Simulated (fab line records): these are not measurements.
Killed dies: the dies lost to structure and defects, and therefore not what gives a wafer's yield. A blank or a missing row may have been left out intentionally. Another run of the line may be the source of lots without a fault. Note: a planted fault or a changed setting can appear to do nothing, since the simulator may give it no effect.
Split-lot trial -- flow n5 finfet -- 21 wafers read across 7 lots, on a route 1938 steps long

== SPLIT DETAILS ==
At N5_PASSIVATION_PECVD_01 (deposits SiNx from SiH4/NH3/N2, target thk 200 nm, time 43.2 s), the setting time s was moved away from the recipe's 43.2 s on 7 of the 21 wafers read, by -6.5% to +13.7%. All remaining wafers had this setting at the recipe value.

Reading taken at the split's own step.

== THE READING ==
SiNx_of_PASSIVATION_PECVD_01.thk nm (the simulator's own value, which no gauge read), in nm, at N5_PASSIVATION_PECVD_01 (deposits SiNx from SiH4/NH3/N2, target thk 200 nm, time 43.2 s). The file does not state a usual value for it. The 14 wafers here that ran the recipe average 200.0 nm, standard deviation 2.6 nm.

wafer,"tool, chamber at the split","time s as run, s",against the recipe,"SiNx_of_PASSIVATION_PECVD_01.thk nm, nm",against lot-mates on the recipe
L078.4,"pecvd-01, 1",43.2,recipe,202,-
L078.5,"pecvd-01, 0",43.2,recipe,201.2,-
L078.6,"pecvd-01, 2",43.2,recipe,202.6,-
L082.1,"pecvd-04, 0",40.96,-5.2%,187.2,no lot-mate on the recipe
L082.3,"pecvd-04, 1",40.96,-5.2%,186.6,no lot-mate on the recipe
L082.4,"pecvd-04, 0",40.96,-5.2%,190.4,no lot-mate on the recipe
L083.1,"pecvd-04, 0",43.2,recipe,197.4,-
L083.4,"pecvd-04, 2",43.2,recipe,201,-
L083.5,"pecvd-04, 1",49.13,+13.7%,230,+30.8
L086.2,"pecvd-03, 0",43.2,recipe,199.8,-
L086.5,"pecvd-03, 0",43.2,recipe,204.2,-
L086.6,"pecvd-03, 1",43.2,recipe,202.4,-
L091.4,"pecvd-04, 2",43.2,recipe,199.2,-
L091.5,"pecvd-04, 1",43.2,recipe,199.8,-
L091.6,"pecvd-04, 0",43.2,recipe,201.6,-
L095.2,"pecvd-04, 1",43.2,recipe,194.2,-
L095.3,"pecvd-04, 2",47.86,+10.8%,220,+25.8
L095.6,"pecvd-04, 2",47.86,+10.8%,220.2,+26.0
L097.1,"pecvd-04, 0",43.2,recipe,197.2,-
L097.2,"pecvd-04, 1",43.2,recipe,197,-
L097.6,"pecvd-04, 0",40.38,-6.5%,188.4,-8.7

FIT RESULTS
A straight line over all 21 wafers: SiNx_of_PASSIVATION_PECVD_01.thk nm changes by +2.04 nm for each +1% of time s; r = +0.97; the points scatter about the line by 2.6 nm.
The same after taking each lot's own level away (the mean of its wafers on the recipe; 18 wafers): +2.2 nm for each +1%; r = +0.99; scatter 1.9 nm.
On that fit, the largest move of time s shifts the reading by 30 nm.
The span of the lots' own levels, 194.20 to 202.13 nm, comes to 3.0 times the standard deviation stated above.
Hence the lot-to-lot level has little effect on the slope; both slopes agree.
Check: with one of the wafers moved furthest among these (+13.7%) left out of the fit, the line predicts +30.8 nm for it against its lot-mates. It came out at +30.8 nm against them.

== ADDITIONAL SPLITS CARRIED BY THESE WAFERS ==
Note: prior to the reading, these wafers also went through further splits. Each is held against what the fit with the lots' levels taken away leaves over:
other split on the same wafers,wafers away from the commonest value,r with SiNx_of_PASSIVATION_PECVD_01.thk nm (lot level and that fit taken away)
N5_BEOL_M7_ALD_77 ald cycles,10,+0.32
N5_BEOL_M13_CMP_49 down force psi,7,+0.08
N5_BEOL_M14_ILD_DEP_00 time s,6,+0.07
N5_BEOL_M14_COAT_65 spin rpm,3,+0.18
N5_BEOL_M15_CMP_49 down force psi,5,+0.04
N5_MIM_BOT_SPUTTER_00 time s,3,+0.12
N5_MIM_BOT_ETCH_ETCH_04 time s,7,+0.04

== FILE'S OWN FIT ==
SiNx_of_PASSIVATION_PECVD_01.thk nm changes by +2.18 nm for each +1% of time s, r = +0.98.
